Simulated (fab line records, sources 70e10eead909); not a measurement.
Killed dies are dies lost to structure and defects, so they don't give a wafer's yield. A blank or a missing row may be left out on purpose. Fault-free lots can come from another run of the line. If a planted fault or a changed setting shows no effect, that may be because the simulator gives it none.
One fault seen from 2 desks :: flow nand-harc :: each desk holds nothing but its own numbers, with what lay behind them at the end

## AT THE METROLOGY DESK
What the gauges read for every lot (on any tool): the sampled wafers with a number, averaged. A lot is out of limits, marked OUT, if its mean lies more than 4 standard deviations from the usual mean; the brackets give that distance.
Columns: A = thk-nm at NHARC_A_DECK1_JOINT_THK_MEAS_17, usual 45.0 nm; B = thk-nm at NHARC_A_ONON_D2_THK_MEAS_02, usual 1000 nm; C = thk-nm at NHARC_A_ONON_D2_THK_MEAS_30, usual 998 nm; D = cd-nm at NHARC_A_CHANNEL_HOLE_D2_CD_MEAS_10, usual 99.9 nm; E = cd-nm at NHARC_A_CHANNEL_HOLE_D2_CD_MEAS_31, usual 90.3 nm
lot: L533
first seen here: day 11 21:35
A: 44.9
B: 985
C: 1005
D: 100.6
E: 91.2

lot: L535
first seen here: day 13 10:16
A: 44.8
B: 989
C: 1004
D: 100.0
E: 92.7

lot: L539
first seen here: day 14 16:29
A: 45.5
B: 1011
C: 988
D: 99.1
E: 88.1

lot: L538
first seen here: day 15 03:48
A: 47.0
B: 993
C: 992
D: 99.7
E: 90.6

lot: L540
first seen here: day 15 11:27
A: 45.5
B: 1003
C: 996
D: 100.6
E: 92.7

lot: L541
first seen here: day 15 18:46
A: 45.1
B: 1012
C: 984
D: 99.6
E: 92.9

lot: L543
first seen here: day 17 02:05
A: 46.5
B: 1008
C: 1004
D: 99.1
E: 89.8

lot: L545
first seen here: day 17 18:12
A: 44.9
B: 996
C: 982
D: 99.3
E: 89.7

lot: L553
first seen here: day 20 11:35
A: 43.9
B: 1016
C: 998
D: 99.9
E: 88.9

lot: L554
first seen here: day 21 00:13
A: 43.7
B: 1010
C: 991
D: 101.6
E: 90.7

lot: L555
first seen here: day 21 07:45
A: 46.6
B: 1013
C: 1001
D: 104.3 (+6.3) OUT
E: 96.2
This desk finds L555 out of limits, L555 being first, at day 22 01:33 (cd-nm at NHARC_A_CHANNEL_HOLE_D2_CD_MEAS_10). Within limits: L533, L535, L539, L538, L540, L541, L543, L545, L553, L554.

## FOR THE TOOL OWNER'S DESK: arfi-scanner-01
The tool's own readings at NHARC_A_CHANNEL_HOLE_D2_EXPOSE_07 (exposes mask HOLE D2, target cd 100 nm): means of the sampled wafers that have a number, for each lot that ran on this tool. A lot is out of limits, marked OUT, if its mean lies more than 4 standard deviations from the usual mean; the brackets give that distance.
Columns: A = focus-offset-nm at NHARC_A_CHANNEL_HOLE_D2_EXPOSE_07, usual -0.1 nm
lot: L535
first seen here: day 14 07:15
A: -0.5

lot: L538
first seen here: day 15 20:21
A: -0.2

lot: L541
first seen here: day 16 10:26
A: -0.1

lot: L553
first seen here: day 21 03:04
A: -0.9

lot: L554
first seen here: day 21 22:11
A: 0.1

lot: L555
first seen here: day 22 01:25
A: -0.5
Result from this desk: across the 6 lots, nothing is out of limits.

## ALL TOGETHER
An alarm was possible from the metrology desk at day 22 01:33, on L555.
Nothing out of limits was seen by the tool owner's desk.
The tool owner's desk has L555 on record, within its limits.
Every lot named ran NHARC_A_CHANNEL_HOLE_D2_EXPOSE_07 on arfi-scanner-01.

## WHAT THE SIMULATOR PUT IN
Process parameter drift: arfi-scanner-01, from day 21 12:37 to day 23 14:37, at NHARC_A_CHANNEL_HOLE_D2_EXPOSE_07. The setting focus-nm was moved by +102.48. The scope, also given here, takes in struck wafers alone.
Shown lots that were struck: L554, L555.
Per desk, hours elapsed from the start of the fault to the first reading out of limits: for the metrology desk, 13.
